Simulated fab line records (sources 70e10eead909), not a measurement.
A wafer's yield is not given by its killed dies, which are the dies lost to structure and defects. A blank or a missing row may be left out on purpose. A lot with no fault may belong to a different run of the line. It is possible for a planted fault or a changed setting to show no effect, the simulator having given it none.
fab line records | flow nand-harc
record lots=14 | wafers=42 | last-day=34
route steps=1302 shown A_STAIRCASE@652
lots untouched by any fault: they come from a run of this same line in which no faults occurred
start-h: hours from the record's first day to the start of the lot's first wafer shown | wait-h: hours from the lot's prior step to this one | " same as the row above | L1.1+2: several wafers, shown together as one row | - value missing, or start not given | * or withheld: withheld | < > ~ a bound
route shown NAME@n: NAME is a module with steps in the file, n the number in the route of the first one | usual: mean/standard deviation taken from wafers without a fault | same: alike in all rows | chamber/n: place in a boat | sites: the reading at each site | _std_site: standard deviation across them | _edge_site: the outer-site mean with the inner-site mean subtracted | radius-mm: how far each site lies from the wafer's centre | mask NAME#n: copy n | behind: the tool/chamber that last shaped the wafer | hold: why the lot went on hold/how many hours it stayed there/how the hold came to an end | device: which transistor (n, p or np) failed to switch | end of line: the same wafers' tests at the end of the route | for a step that has no rows: nothing shown but its recipe | killed: the dies lost at the first sort to structure and to defects; this is not the yield of the wafer | map: a wafer's dies, marking killed ones x, the rest . and places with no die _
set.NAME: the setting as run; set.NAME@STEP: as run at that earlier step | model.NAME: the simulator's own value behind a step, which no gauge read
route steps across a sampled set of lots; one table per step, one row per wafer
services: a tool's chamber out of use, with start hour (start-h, from the record's first day; less than 0 if before it), hours out, and reason
## steps
# step NHARC_A_STAIRCASE_ETCH_170
# recipe target-depth-a=2000 | time-s=66.667 | ion-energy-ev=250 | c4f6-flow-sccm=25 | o2-flow-sccm=20 | ar-flow-sccm=500 | rf-w=600 | bias-w=500 | chemistry=C4F6/O2
# usual c4f6-flow-sccm=25.00/0.075 | drypump-motor-current-A=5.9/0.52 | oes-product-au=0.978/0.014 | rf-vpp-V=548/3.1 | run-length-s=88.0/0.46 | showerhead-plenum-p-Torr=3.96/0.14 | throttle-valve-pct=26.904/0.0097
lot.wafer | tool        | chamber | start-h | wait-h | c4f6-flow-sccm | drypump-motor-current-A | oes-product-au | rf-hours-counter-h | rf-vpp-V | run-length-s | showerhead-plenum-p-Torr | throttle-valve-pct
L511.1    | rie-diel-01 | 3       | -       | -      | 24.94          | 6.0                     | 0.992          | 57                 | 542      | 88.2         | 3.74                     | 26.890
L511.4    | "           | 0       | "       | "      | 24.94          | 5.3                     | 0.993          | 51                 | 551      | 88.1         | 4.19                     | 26.891
L511.2    | "           | 1       | "       | "      | 24.81          | 5.2                     | 0.979          | 50                 | 550      | 88.6         | 4.02                     | 26.899
L513.1    | rie-diel-01 | 0       | -       | -      | 25.02          | 5.3                     | 0.993          | 7                  | 551      | 88.6         | 4.19                     | 26.923
L513.3    | "           | 2       | "       | "      | 25.17          | 6.6                     | 0.969          | 5                  | 550      | 87.6         | 4.02                     | 26.921
L513.5    | "           | 3       | "       | "      | 24.86          | 5.9                     | 0.980          | -                  | 542      | 88.0         | 3.74                     | 26.898
L515.1    | rie-diel-01 | 2       | -       | -      | 24.96          | 6.6                     | 0.987          | 5                  | 549      | 87.4         | 4.02                     | 26.896
L515.2    | "           | 3       | "       | "      | 25.04          | 5.9                     | 0.981          | 5                  | 542      | 88.4         | 3.74                     | 26.918
L515.3    | "           | 1       | "       | "      | 24.95          | 5.2                     | 0.977          | 8                  | 548      | 87.9         | 4.01                     | 26.908
L514.2    | rie-diel-09 | 0       | -       | -      | 25.04          | 6.2                     | 0.967          | 25                 | 543      | 88.0         | 3.71                     | 26.916
L514.1    | "           | 2       | "       | "      | 24.93          | 5.8                     | 0.987          | 30                 | 546      | 88.9         | 3.94                     | 26.888
L514.4    | "           | 3       | "       | "      | 24.97          | 5.7                     | 0.982          | 27                 | 552      | 87.4         | 4.08                     | 26.921
L512.3    | rie-diel-09 | 3       | -       | -      | 25.05          | 5.7                     | 0.972          | 27                 | 549      | 87.3         | 4.08                     | 26.912
L512.2    | "           | 0       | "       | "      | 24.89          | 6.2                     | 0.960          | 25                 | 541      | 88.5         | 3.70                     | 26.892
L512.4    | "           | 2       | "       | "      | 25.04          | 5.8                     | 0.978          | 30                 | 547      | 88.9         | 3.94                     | 26.902
L517.4    | rie-diel-04 | 1       | -       | -      | 25.02          | 5.3                     | 0.980          | 17                 | 550      | 87.3         | 4.14                     | 26.913
L517.1    | "           | 3       | "       | "      | 24.98          | 6.4                     | 0.963          | 13                 | 546      | 87.7         | 3.83                     | 26.916
L517.5    | "           | 1       | "       | "      | 25.05          | 5.3                     | 0.972          | -                  | 550      | 87.7         | 4.14                     | 26.893
L522.1    | rie-diel-04 | 3       | -       | -      | 24.99          | 6.4                     | 0.940          | 30                 | 544      | 88.0         | 3.82                     | 26.910
L522.3    | "           | 1       | "       | "      | 24.99          | 5.3                     | 0.948          | 42                 | 551      | 87.8         | 4.13                     | 26.902
L522.5    | "           | 0       | "       | "      | 25.03          | 5.2                     | 0.937          | -                  | 550      | 87.1         | 3.97                     | 26.907
L524.4    | rie-diel-01 | 0       | -       | -      | 24.82          | 5.3                     | 0.986          | 43                 | 553      | 88.3         | 4.17                     | 26.904
L524.1    | "           | 3       | "       | "      | 25.00          | 6.0                     | 0.975          | 38                 | 543      | 88.2         | 3.72                     | 26.903
L524.5    | "           | 0       | "       | "      | 24.90          | 5.3                     | 0.976          | -                  | 551      | 88.5         | 4.17                     | 26.903
L525.4    | rie-diel-01 | 3       | -       | -      | 25.13          | 6.0                     | 0.983          | 41                 | 543      | 87.9         | 3.71                     | 26.917
L525.2    | "           | 0       | "       | "      | 24.88          | 5.3                     | 0.985          | 46                 | 551      | 88.1         | 4.16                     | 26.909
L525.5    | "           | 2       | "       | "      | 25.05          | 6.6                     | 0.973          | -                  | 549      | 87.7         | 4.00                     | 26.901
L528.4    | rie-diel-09 | 1       | -       | -      | 24.96          | 6.6                     | 0.949          | 15                 | 547      | 87.7         | 3.97                     | 26.900
L528.5    | "           | 2       | "       | "      | 25.07          | 5.8                     | 0.982          | -                  | 547      | 89.0         | 3.91                     | 26.895
L528.6    | "           | 3       | "       | "      | 24.99          | 5.7                     | 0.984          | -                  | 551      | 87.4         | 4.05                     | 26.882
L529.4    | rie-diel-09 | 0       | -       | -      | 25.01          | 6.2                     | 0.966          | 18                 | 543      | 88.5         | 3.68                     | 26.898
L529.2    | "           | 1       | "       | "      | 25.05          | 6.6                     | 0.976          | 21                 | 548      | 88.0         | 3.97                     | 26.901
L529.3    | "           | 3       | "       | "      | 24.98          | 5.7                     | 0.977          | 21                 | 548      | 87.8         | 4.05                     | 26.907
L531.1    | rie-diel-01 | 1       | -       | -      | 24.95          | 5.2                     | 0.973          | 1                  | 550      | 88.0         | 3.98                     | 26.912
L531.3    | "           | 2       | "       | "      | 25.10          | 6.6                     | 0.979          | 1                  | 547      | 87.6         | 3.99                     | 26.919
L531.2    | "           | 3       | "       | "      | 25.03          | 6.0                     | 1.003          | 1                  | 542      | 87.8         | 3.71                     | 26.898
L530.2    | rie-diel-04 | 0       | -       | -      | 24.99          | 5.2                     | 0.982          | 10                 | 547      | 87.0         | 3.95                     | 26.886
L530.1    | "           | 1       | "       | "      | 24.92          | 5.3                     | 0.976          | 4                  | 550      | 87.2         | 4.11                     | 26.906
L530.5    | "           | 0       | "       | "      | 25.09          | 5.2                     | 0.978          | -                  | 547      | 87.3         | 3.95                     | 26.909
L532.3    | rie-diel-01 | 2       | -       | -      | 24.97          | 6.6                     | 0.971          | 15                 | 547      | 87.6         | 3.98                     | 26.897
L532.5    | "           | 2       | "       | "      | 25.04          | 6.6                     | 0.968          | -                  | 547      | 87.7         | 3.98                     | 26.910
L532.6    | "           | 3       | "       | "      | 24.99          | 6.0                     | 0.983          | -                  | 542      | 88.1         | 3.70                     | 26.911
# step NHARC_A_STAIRCASE_STRIP_171
# recipe power-w=1500 | temp-c=250 | chemistry=O2
# usual drypump-motor-current-A=5.6/0.34 | heater-power-w=332/11
lot.wafer | tool            | chamber | start-h | wait-h | drypump-motor-current-A | heater-power-w | rf-hours-counter-h
L511.2    | plasma-asher-02 | 1       | 371.28  | -      | 6.0                     | 342            | 25
L511.1    | "               | 0       | "       | "      | 5.4                     | 345            | 25
L511.4    | "               | 0       | "       | "      | 5.4                     | 342            | -
L513.1    | plasma-asher-01 | 1       | 405.82  | -      | 5.2                     | 330            | 9
L513.3    | "               | 1       | "       | "      | 5.2                     | 340            | -
L513.5    | "               | 1       | "       | "      | 5.2                     | 336            | -
L515.1    | plasma-asher-01 | 0       | 408.50  | -      | 5.8                     | 317            | 9
L515.2    | "               | 1       | "       | "      | 5.2                     | 336            | 9
L515.3    | "               | 1       | "       | "      | 5.2                     | 333            | -
L514.2    | plasma-asher-01 | 0       | 414.01  | -      | 5.8                     | 308            | 10
L514.1    | "               | 1       | "       | "      | 5.2                     | 331            | 10
L514.4    | "               | 0       | "       | "      | 5.9                     | 308            | -
L512.2    | plasma-asher-02 | 0       | 414.17  | -      | 5.4                     | 337            | 32
L512.4    | "               | 0       | "       | "      | 5.4                     | 335            | -
L512.3    | "               | 1       | "       | "      | 6.1                     | 334            | -
L517.1    | plasma-asher-01 | 1       | 422.09  | -      | 5.2                     | 339            | 11
L517.4    | "               | 0       | "       | "      | 5.8                     | 315            | -
L517.5    | "               | 0       | "       | "      | 5.9                     | 326            | -
L522.1    | plasma-asher-01 | 1       | 492.26  | -      | 5.2                     | 342            | 30
L522.3    | "               | 1       | "       | "      | 5.2                     | 333            | -
L522.5    | "               | 1       | "       | "      | 5.2                     | 331            | -
L524.1    | plasma-asher-02 | 1       | 505.02  | -      | 6.1                     | 334            | 13
L524.4    | "               | 0       | "       | "      | 5.4                     | 330            | -
L524.5    | "               | 0       | "       | "      | 5.4                     | 340            | -
L525.2    | plasma-asher-02 | 1       | 519.82  | -      | 6.1                     | 336            | 17
L525.4    | "               | 0       | "       | "      | 5.4                     | 336            | -
L525.5    | "               | 0       | "       | "      | 5.4                     | 336            | -
L528.4    | plasma-asher-02 | 1       | 562.26  | -      | 6.1                     | 338            | -
L528.6    | "               | 0       | "       | "      | 5.4                     | 343            | -
L528.5    | "               | 1       | "       | "      | 6.1                     | 346            | -
L529.2    | plasma-asher-01 | 1       | 573.35  | -      | 5.2                     | 338            | 7
L529.3    | "               | 1       | "       | "      | 5.2                     | 348            | -
L529.4    | "               | 0       | "       | "      | 5.9                     | 313            | -
L531.1    | plasma-asher-02 | 0       | 573.51  | -      | 5.4                     | 338            | 28
L531.2    | "               | 1       | "       | "      | 6.1                     | 342            | 28
L531.3    | "               | 1       | "       | "      | 6.1                     | 339            | -
L530.1    | plasma-asher-02 | 0       | 582.25  | -      | 5.4                     | 334            | 29
L530.2    | "               | 1       | "       | "      | 6.1                     | 338            | 29
L530.5    | "               | 0       | "       | "      | 5.4                     | 341            | -
L532.3    | plasma-asher-02 | 1       | 602.24  | -      | 6.1                     | 335            | -
L532.6    | "               | 1       | "       | "      | 6.1                     | 341            | -
L532.5    | "               | 0       | "       | "      | 5.4                     | 337            | -
# step NHARC_A_STAIRCASE_TRIM_22
# recipe time-s=211.2 | o2-flow-sccm=500 | ar-flow-sccm=0 | bias-w=0 | chemistry=O2
# usual drypump-motor-current-A=5.9/0.51 | oes-product-au=1.004/0.01 | rf-vpp-V=57.8/0.88 | showerhead-plenum-p-Torr=3.56/0.14 | throttle-valve-pct=17.035/0.0095
lot.wafer | tool        | chamber | start-h | wait-h | drypump-motor-current-A | oes-product-au | rf-hours-counter-h | rf-vpp-V | showerhead-plenum-p-Torr | throttle-valve-pct
L511.1    | rie-diel-01 | 0       | -       | -      | 5.2                     | 1.015          | 52                 | 58.3     | 3.78                     | 17.040
L511.4    | "           | 2       | "       | "      | 6.5                     | 1.009          | 51                 | 57.8     | 3.62                     | 17.017
L511.2    | "           | 3       | "       | "      | 6.0                     | 1.007          | 57                 | 56.3     | 3.36                     | 17.031
L513.3    | rie-diel-04 | 1       | -       | -      | 5.3                     | 0.998          | 12                 | 58.4     | 3.73                     | 17.016
L513.1    | "           | 0       | "       | "      | 5.2                     | 0.998          | 12                 | 58.8     | 3.59                     | 17.045
L513.5    | "           | 1       | "       | "      | 5.3                     | 1.004          | -                  | 60.3     | 3.73                     | 17.030
L515.3    | rie-diel-09 | 2       | -       | -      | 5.8                     | 1.017          | 29                 | 57.4     | 3.54                     | 17.032
L515.2    | "           | 3       | "       | "      | 5.8                     | 1.006          | 26                 | 58.4     | 3.67                     | 17.045
L515.1    | "           | 0       | "       | "      | 6.2                     | 1.000          | 24                 | 58.5     | 3.33                     | 17.029
L514.1    | rie-diel-09 | 1       | -       | -      | 6.6                     | 1.004          | 30                 | 58.6     | 3.59                     | 17.021
L514.4    | "           | 2       | "       | "      | 5.8                     | 1.014          | 32                 | 57.5     | 3.54                     | 17.017
L514.2    | "           | 3       | "       | "      | 5.7                     | 1.011          | 29                 | 58.1     | 3.67                     | 17.037
L512.3    | rie-diel-01 | 2       | -       | -      | 6.6                     | 1.005          | 8                  | 57.9     | 3.62                     | 17.041
L512.2    | "           | 1       | "       | "      | 5.1                     | 0.986          | 12                 | 58.3     | 3.61                     | 17.031
L512.4    | "           | 0       | "       | "      | 5.3                     | 1.020          | -                  | 57.7     | 3.77                     | 17.028
L517.1    | rie-diel-04 | 0       | -       | -      | 5.2                     | 0.993          | 19                 | 57.4     | 3.58                     | 17.041
L517.4    | "           | 2       | "       | "      | 5.7                     | 1.003          | 19                 | 57.7     | 3.59                     | 17.013
L517.5    | "           | 0       | "       | "      | 5.2                     | 0.997          | -                  | 59.1     | 3.58                     | 17.027
L522.3    | rie-diel-01 | 2       | -       | -      | 6.6                     | 1.009          | 32                 | 56.6     | 3.61                     | 17.036
L522.1    | "           | 3       | "       | "      | 6.0                     | 0.994          | 32                 | 58.0     | 3.34                     | 17.038
L522.5    | "           | 3       | "       | "      | 6.0                     | 0.992          | -                  | 59.7     | 3.34                     | 17.025
L524.4    | rie-diel-01 | 1       | -       | -      | 5.2                     | 0.986          | 39                 | 57.2     | 3.59                     | 17.042
L524.1    | "           | 0       | "       | "      | 5.3                     | 1.011          | 44                 | 57.0     | 3.75                     | 17.023
L524.5    | "           | 2       | "       | "      | 6.6                     | 0.996          | -                  | 56.1     | 3.60                     | 17.040
L525.2    | rie-diel-09 | 3       | -       | -      | 5.7                     | 1.000          | 3                  | 57.4     | 3.65                     | 17.028
L525.4    | "           | 0       | "       | "      | 6.2                     | 0.998          | 3                  | 57.1     | 3.31                     | 17.040
L525.5    | "           | 1       | "       | "      | 6.6                     | 1.010          | -                  | 59.6     | 3.58                     | 17.038
L528.4    | rie-diel-09 | 2       | -       | -      | 5.8                     | 1.014          | 19                 | 57.6     | 3.51                     | 17.033
L528.5    | "           | 0       | "       | "      | 6.3                     | 0.995          | -                  | 57.2     | 3.30                     | 17.054
L528.6    | "           | 1       | "       | "      | 6.6                     | 1.015          | -                  | 56.9     | 3.57                     | 17.036
L529.2    | rie-diel-01 | 3       | -       | -      | 6.0                     | 1.008          | 3                  | 57.5     | 3.33                     | 17.037
L529.3    | "           | 1       | "       | "      | 5.2                     | 0.986          | 3                  | 58.1     | 3.58                     | 17.045
L529.4    | "           | 2       | "       | "      | 6.5                     | 0.993          | 3                  | 57.7     | 3.59                     | 17.041
L531.3    | rie-diel-09 | 0       | -       | -      | 6.2                     | 0.998          | 19                 | 59.1     | 3.30                     | 17.026
L531.1    | "           | 1       | "       | "      | 6.6                     | 1.013          | 21                 | 57.4     | 3.57                     | 17.036
L531.2    | "           | 2       | "       | "      | 5.8                     | 1.021          | 24                 | 57.5     | 3.51                     | 17.024
L530.2    | rie-diel-01 | 3       | -       | -      | 6.0                     | 1.011          | 6                  | 57.0     | 3.33                     | 17.039
L530.1    | "           | 1       | "       | "      | 5.2                     | 0.989          | 8                  | 57.7     | 3.58                     | 17.024
L530.5    | "           | 0       | "       | "      | 5.3                     | 1.003          | -                  | 60.3     | 3.74                     | 17.032
L532.3    | rie-diel-09 | 0       | -       | -      | 6.2                     | 1.004          | 30                 | 56.9     | 3.29                     | 17.031
L532.6    | "           | 3       | "       | "      | 5.7                     | 0.991          | -                  | 57.8     | 3.64                     | 17.037
L532.5    | "           | 0       | "       | "      | 6.2                     | 1.003          | -                  | 56.8     | 3.29                     | 17.036
# step NHARC_A_STAIRCASE_ETCH_27
# recipe target-depth-a=1000 | time-s=40.5 | ion-energy-ev=400 | c4f8-flow-sccm=20 | o2-flow-sccm=10 | ar-flow-sccm=withheld | rf-w=600 | bias-w=1000 | chemistry=C4F8/O2
# usual oes-product-au=0.948/0.011 | rf-vpp-V=897/4.8 | run-length-s=61.9/0.43
lot.wafer | tool        | chamber | start-h | wait-h | oes-product-au | rf-hours-counter-h | rf-vpp-V | run-length-s
L511.2    | rie-diel-01 | 0       | 374.81  | -      | 0.962          | 52                 | 905      | 62.3
L511.1    | "           | 2       | "       | "      | 0.960          | 51                 | 899      | 61.4
L511.4    | "           | 3       | "       | "      | 0.962          | 58                 | 888      | 61.9
L513.3    | rie-diel-04 | 3       | 409.33  | -      | 0.934          | 7                  | 893      | 61.6
L513.1    | "           | 0       | "       | "      | 0.956          | 12                 | 898      | 60.7
L513.5    | "           | 3       | "       | "      | 0.940          | -                  | 893      | 61.6
L515.3    | rie-diel-09 | 2       | 411.88  | -      | 0.955          | 30                 | 895      | 62.5
L515.1    | "           | 3       | "       | "      | 0.942          | 27                 | 901      | 61.3
L515.2    | "           | 0       | "       | "      | 0.949          | 25                 | 887      | 62.4
L514.1    | rie-diel-09 | 1       | 417.65  | -      | 0.945          | 30                 | 898      | 61.5
L514.4    | "           | 2       | "       | "      | 0.961          | 32                 | 896      | 62.1
L514.2    | "           | 3       | "       | "      | 0.958          | 29                 | 901      | 61.7
L512.3    | rie-diel-01 | 0       | 418.07  | -      | 0.953          | 11                 | 907      | 62.3
L512.2    | "           | 2       | "       | "      | 0.943          | 9                  | 900      | 61.7
L512.4    | "           | 2       | "       | "      | 0.923          | -                  | 899      | 62.0
L517.1    | rie-diel-04 | 3       | 426.14  | -      | 0.927          | 15                 | 895      | 61.8
L517.4    | "           | 0       | "       | "      | 0.942          | 20                 | 898      | 61.0
L517.5    | "           | 2       | "       | "      | 0.940          | -                  | 899      | 62.3
L522.3    | rie-diel-01 | 2       | 495.81  | -      | 0.956          | 32                 | 900      | 61.9
L522.1    | "           | 3       | "       | "      | 0.949          | 32                 | 889      | 73.8
L522.5    | "           | 2       | "       | "      | 0.964          | -                  | 899      | 73.0
L524.1    | rie-diel-01 | 2       | 508.69  | -      | 0.950          | 40                 | 899      | 72.9
L524.4    | "           | 1       | "       | "      | 0.941          | 39                 | 898      | 61.9
L524.5    | "           | 3       | "       | "      | 0.946          | -                  | 890      | 73.6
L525.2    | rie-diel-09 | 0       | 523.33  | -      | 0.944          | 3                  | 888      | 62.2
L525.4    | "           | 2       | "       | "      | 0.956          | 3                  | 896      | 62.3
L525.5    | "           | 0       | "       | "      | 0.956          | -                  | 888      | 62.3
L528.4    | rie-diel-09 | 0       | 565.89  | -      | 0.929          | 16                 | 887      | 61.9
L528.6    | "           | 2       | "       | "      | 0.948          | -                  | 894      | 62.5
L528.5    | "           | 3       | "       | "      | 0.946          | -                  | 900      | 61.2
L531.2    | rie-diel-09 | 2       | 577.02  | -      | 0.979          | 25                 | 894      | 62.4
L531.3    | "           | 0       | "       | "      | 0.949          | 19                 | 887      | 62.5
L531.1    | "           | 1       | "       | "      | 0.964          | 22                 | 897      | 61.6
L529.4    | rie-diel-01 | 1       | 577.03  | -      | 0.923          | 3                  | 898      | 61.7
L529.2    | "           | 3       | "       | "      | 0.949          | 3                  | 887      | 62.0
L529.3    | "           | 0       | "       | "      | 0.939          | 3                  | 904      | 62.1
L530.1    | rie-diel-01 | 2       | 585.99  | -      | 0.939          | 8                  | 898      | 61.7
L530.2    | "           | 3       | "       | "      | 0.930          | 7                  | 887      | 61.8
L530.5    | "           | 2       | "       | "      | 0.929          | -                  | 897      | 61.3
L532.3    | rie-diel-09 | 3       | 605.67  | -      | 0.958          | 34                 | 901      | 61.5
L532.5    | "           | 1       | "       | "      | 0.935          | -                  | 897      | 61.8
L532.6    | "           | 2       | "       | "      | 0.956          | -                  | 896      | 62.2
## services
tool            | chamber | start-h | hours | kind
rie-diel-04     | -       | 355.63  | 9.0   | pm
rie-diel-01     | 2       | 361.11  | 8.2   | repair
rie-diel-01     | 0       | 363.26  | -     | clean
rie-diel-01     | 1       | 363.26  | -     | clean
rie-diel-01     | 3       | 363.26  | -     | clean
rie-diel-09     | 0       | 374.58  | 1.4   | repair
rie-diel-04     | 2       | 374.58  | 1.4   | repair
rie-diel-01     | -       | 380.98  | 9.0   | pm
rie-diel-01     | 0       | 380.98  | 9.0   | vent-cycle
rie-diel-04     | 3       | 384.01  | 14.6  | repair
rie-diel-01     | 3       | 409.01  | 15.4  | repair
rie-diel-01     | 2       | 411.48  | 2.7   | repair
plasma-asher-02 | -       | 426.33  | 9.0   | pm
rie-diel-04     | -       | 457.47  | 0.5   | repair
rie-diel-09     | -       | 498.49  | 9.0   | pm
plasma-asher-01 | -       | 519.00  | 9.0   | pm
rie-diel-04     | -       | 533.12  | 9.0   | pm
rie-diel-01     | 3       | 541.46  | 4.9   | repair
plasma-asher-01 | -       | 547.22  | 4.2   | repair
rie-diel-01     | -       | 557.98  | 9.0   | pm
rie-diel-04     | 1       | 560.84  | 20.0  | repair
rie-diel-04     | 2       | 587.25  | 2.7   | repair
plasma-asher-01 | -       | 602.06  | 5.1   | repair
plasma-asher-02 | -       | 603.33  | 9.0   | pm
## key
first-sign step=NHARC_A_STAIRCASE_ETCH_27 | reading=run-length-s | direction=up | sigmas=27 | usual=* | struck=*
effect none on later readings
met-at NHARC_A_STAIRCASE_ETCH_27
struck-lots L522,L524
struck-wafers L522.1,L522.5,L524.1,L524.5
later-rows-left-out L522.1,L522.5,L524.1,L524.5
sort-left-out L522.1,L522.5,L524.1,L524.5
tester-left-out L522,L524
not-acting-at NHARC_A_STAIRCASE_ETCH_170,NHARC_A_STAIRCASE_STRIP_171,NHARC_A_STAIRCASE_TRIM_22
onset-between 418.07 495.81
fault kind=process-parameter-drift | tool=rie-diel-01 | chamber=- | onset-h=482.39 | steps=NHARC_A_STAIRCASE_ETCH_27 | channel=time-s | offset=* | shape=step | end-h=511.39 | scope=struck-wafers-only | acts-in=* | stated=*
# tester-left-out: of these lots the tester's yield and bins aren't shown, on N5 and GAA mostly nor the transistor test; their killed dies are dies lost to structure and defects alone, not to doping, threshold or leakage, so they don't give the yield
# sort-left-out: the simulated sort isn't trusted on such a fault, so these wafers' sort isn't shown, and their yield isn't known
# later-rows-left-out: the simulator's readings of these wafers behind a module that went badly wrong aren't trusted and aren't shown, but for the sort
